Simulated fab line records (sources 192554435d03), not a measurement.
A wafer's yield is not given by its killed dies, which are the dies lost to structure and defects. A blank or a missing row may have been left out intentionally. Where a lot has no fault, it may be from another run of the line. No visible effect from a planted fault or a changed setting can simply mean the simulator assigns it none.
Chamber matching -- flow n5 finfet -- 4 sister chambers for N5_BEOL_M0_SAQP_STRIP_108 on rie diel-06
The step strips in N2/H2. 20 wafers are shown with their chamber, then 10 later ones without.

WAFERS, EACH WITH ITS CHAMBER
wafer,chamber,throttle valve pct (%),showerhead plenum p Torr (Torr),drypump motor current A (A)
L078.2,2,19.3,3.33,4.7
L078.3,0,19.5,3.22,6.3
L078.4,1,18.3,3.50,5.4
L079.1,3,18.8,3.38,4.7
L079.2,0,19.5,3.21,6.3
L079.6,3,18.8,3.38,4.7
L080.1,2,19.3,3.32,4.7
L080.3,0,19.5,3.21,6.3
L080.4,1,18.3,3.50,5.4
L081.2,2,19.3,3.32,4.7
L081.4,1,18.3,3.50,5.4
L081.5,2,19.3,3.32,4.7
L082.1,3,18.7,3.38,4.8
L082.2,1,18.3,3.49,5.4
L082.3,2,19.3,3.32,4.8
L082.4,0,19.5,3.21,6.3
L082.5,0,19.5,3.21,6.3
L082.6,1,18.3,3.49,5.4
L084.2,1,18.3,3.49,5.4
L084.3,2,19.3,3.32,4.7

SIGNATURES, as means of the wafers listed above
reading,chamber 0,chamber 1,chamber 2,chamber 3,scatter within a chamber
throttle valve pct,19.500,18.300,19.300,18.767,0.0204
showerhead plenum p Torr,3.2120,3.4950,3.3217,3.3800,0.00443
drypump motor current A,6.300,5.400,4.717,4.733,0.0306
Rule: a wafer lies at a distance from a chamber equal to the root of the sum of squares, over the readings, of (its reading less the chamber's mean, divided by the reading's scatter). If the next closest chamber is less than 2 further off than the closest, the wafer can't be placed; otherwise it belongs to the closest. The scatter is the square root of a quotient: the sum, over the shown wafers, of each reading's squared deviation from its chamber's mean, divided by wafers minus chambers.

WAFERS MISSING THEIR CHAMBER
wafer,throttle valve pct (%),showerhead plenum p Torr (Torr),drypump motor current A (A)
L084.6,19.3,3.32,4.8
L085.2,19.3,3.32,4.7
L085.4,19.5,3.21,6.2
L085.5,19.3,3.32,4.7
L086.2,19.3,3.32,4.7
L086.3,18.8,3.37,4.8
L086.6,18.3,3.49,5.4
L092.1,19.3,3.31,4.7
L092.2,18.8,3.37,4.8
L092.4,18.3,3.48,5.4

EACH ONE'S CHAMBER
wafer,from the rows above,in truth
L084.6,2,2
L085.2,2,2
L085.4,0,0
L085.5,2,2
L086.2,2,2
L086.3,3,3
L086.6,1,1
L092.1,2,2
L092.2,3,3
L092.4,1,1
Placed correctly: 10 of 10. Not placeable from these rows: 0. Placed wrongly: 0.
